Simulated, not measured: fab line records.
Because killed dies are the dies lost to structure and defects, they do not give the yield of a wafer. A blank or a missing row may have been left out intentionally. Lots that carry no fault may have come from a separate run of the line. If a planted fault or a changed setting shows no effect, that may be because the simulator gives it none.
Matching of chambers + flow n5 finfet + cmp-01 running N5_PMOS_HMC_CHANNEL_EPI_CMP_21: 4 sister chambers
The step polishes SiGe30, target thk 54 nm. 4 wafers are shown with their chamber, then 10 later ones without.

WAFERS, EACH WITH ITS CHAMBER
| wafer  | chamber | motor current A (A) |
|--------|---------|---------------------|
| L084.3 | 3       | 11.3                |
| L084.6 | 1       | 11.9                |
| L092.2 | 2       | 10.7                |
| L092.3 | 0       | 11.7                |

WAFERS WITHOUT THEIR CHAMBER
| wafer  | motor current A (A) |
|--------|---------------------|
| L092.6 | 12.7                |
| L094.2 | 11.3                |
| L094.3 | 11.6                |
| L094.4 | 10.6                |
| L095.3 | 12.5                |
| L095.5 | 12.0                |
| L095.6 | 10.9                |
| L097.2 | 11.8                |
| L097.4 | 11.1                |
| L097.5 | 11.0                |

EACH ONE'S CHAMBER
| wafer  | from the rows above               | in truth |
|--------|-----------------------------------|----------|
| L092.6 | can't be placed: 1 or 0 or 3      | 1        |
| L094.2 | can't be placed: 3 or 0 or 1 or 2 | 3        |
| L094.3 | can't be placed: 0 or 3 or 1      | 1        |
| L094.4 | can't be placed: 2 or 3           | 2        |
| L095.3 | can't be placed: 1 or 0 or 3      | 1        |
| L095.5 | can't be placed: 1 or 0 or 3      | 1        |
| L095.6 | can't be placed: 2 or 3 or 0      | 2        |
| L097.2 | can't be placed: 1 or 0 or 3      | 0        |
| L097.4 | can't be placed: 3 or 2 or 0 or 1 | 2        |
| L097.5 | can't be placed: 2 or 3 or 0 or 1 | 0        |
Placed correctly: 0 of 10. Unplaceable from these rows: 10, with the true chamber sitting among the candidates in 10. Number placed wrongly: 0.
How it was worked out, from the rows above alone: a wafer's distance from a chamber is the root of the sum, over the readings, of the square of ((its reading less the chamber's mean) divided by the reading's scatter). If the next closest chamber is less than 2 further off than the closest, the wafer can't be placed; otherwise it belongs to the closest. Each chamber's mean is taken over the wafers shown for it. The scatter: with one shown wafer a chamber, the root of the mean of the squares of how far each hidden wafer lies from its nearest shown one.
